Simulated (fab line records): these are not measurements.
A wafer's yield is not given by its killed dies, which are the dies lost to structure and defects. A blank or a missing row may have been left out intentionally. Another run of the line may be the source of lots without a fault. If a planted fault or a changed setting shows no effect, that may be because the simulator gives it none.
Which of the tools did it? | flow n5-finfet | Sampling: 10 lots, 28 wafers, 4 of 1938 route steps

== WHAT EACH GAUGE READ, for each wafer ==
N5_BEOL_M3_CD_MEAS_28: target cd 25.7 nm, target cd y 23.3 nm.
lot  | measured     | on        | cd-nm (nm)
L660 | day 7 03:32  | cd-sem-02 | 25.86 25.84 25.37
L662 | day 7 18:31  | cd-sem-03 | 25.24 25.46 25.22
L664 | day 8 08:58  | cd-sem-01 | 25.69 25.88 25.55
L667 | day 8 16:57  | cd-sem-01 | 25.60 24.95 25.35
L669 | day 9 07:03  | cd-sem-01 | 25.81 25.65
L670 | day 9 12:02  | cd-sem-01 | 25.69 25.46 25.67
L673 | day 10 10:11 | cd-sem-02 | 25.81 25.57
L674 | day 10 10:47 | cd-sem-03 | 25.87 25.50 25.83
L681 | day 12 01:10 | cd-sem-02 | 24.49 24.32 24.22
L682 | day 12 15:20 | cd-sem-03 | 24.84 25.04 24.46

== WHAT TOOL EACH LOT RAN ON (gives the tool, then ch and the chambers of the sampled wafers, and finally the start) ==
lot  | N5_BEOL_M2_ANNEAL_51             | N5_BEOL_M3_HM_OPEN_17             | N5_BEOL_M3_EXPOSE_25
L660 | rtp-anneal-02 ch 0, day 7 00:07  | rie-metal-03 ch 0,1, day 7 03:03  | euv-scanner-02 ch 0, day 7 03:24
L662 | rtp-anneal-02 ch 0, day 7 12:40  | rie-metal-03 ch 0,1, day 7 17:55  | euv-scanner-01 ch 0, day 7 18:23
L664 | rtp-anneal-01 ch 0, day 8 03:11  | rie-metal-03 ch 0, day 8 08:21    | euv-scanner-01 ch 0, day 8 08:50
L667 | rtp-anneal-02 ch 0, day 8 13:54  | rie-metal-02 ch 0,1, day 8 16:26  | euv-scanner-01 ch 0, day 8 16:49
L669 | rtp-anneal-02 ch 0, day 9 03:38  | rie-metal-02 ch 0,1, day 9 06:34  | euv-scanner-01 ch 0, day 9 06:55
L670 | rtp-anneal-02 ch 0, day 9 09:05  | rie-metal-01 ch 0,1, day 9 11:33  | euv-scanner-01 ch 0, day 9 11:54
L673 | rtp-anneal-01 ch 0, day 10 07:05 | rie-metal-02 ch 1, day 10 09:31   | euv-scanner-02 ch 0, day 10 10:04
L674 | rtp-anneal-02 ch 0, day 10 08:24 | rie-metal-03 ch 0,1, day 10 10:14 | euv-scanner-02 ch 0, day 10 10:38
L681 | rtp-anneal-01 ch 0, day 11 21:47 | rie-metal-01 ch 0,1, day 12 00:38 | euv-scanner-01 ch 0, day 12 01:01
L682 | rtp-anneal-01 ch 0, day 12 11:55 | rie-metal-01 ch 0,1, day 12 14:50 | euv-scanner-01 ch 0, day 12 15:12
- N5_BEOL_M2_ANNEAL_51: time 90 s.
- N5_BEOL_M3_HM_OPEN_17: chemistry Cl2/BCl3, target TiN, target depth 20 nm, overetch 6 nm.
- N5_BEOL_M3_EXPOSE_25: exposes mask V2, defocus 5 nm.

== THE ANSWER, worked out from the rows above alone ==
Rule: what is usual is taken from the lots themselves. Put in order of their means at a reading, lots are off if they are a third of the lots or fewer, leave a main group of 4 or more, and stand apart from it by a gap of 3 or more times the standard deviation of the main group's means; of several such gaps the widest counts. If all means in a main group match to the digits the tables above print for the reading, that group is not used. Also off: a lot with no number at a reading for which 4 or more lots have one. All remaining lots with rows at the step are treated as sound.
Off: L681, L682 (N5_BEOL_M3_CD_MEAS_28, cd-nm). Mean 25.60 nm and standard deviation 0.17 in the main group.
A tool fits if, at a process step before that reading, it ran every lot that is off, and no sound lot after the first of them. Gauges at N5_BEOL_M3_CD_MEAS_28: tried the same way as those tools. Can't be told from this: 3 tools fit, rtp-anneal-01 at N5_BEOL_M2_ANNEAL_51, rie-metal-01 at N5_BEOL_M3_HM_OPEN_17, euv-scanner-01 at N5_BEOL_M3_EXPOSE_25.

== WHAT HAD BEEN PUT IN BY THE SIMULATOR ==
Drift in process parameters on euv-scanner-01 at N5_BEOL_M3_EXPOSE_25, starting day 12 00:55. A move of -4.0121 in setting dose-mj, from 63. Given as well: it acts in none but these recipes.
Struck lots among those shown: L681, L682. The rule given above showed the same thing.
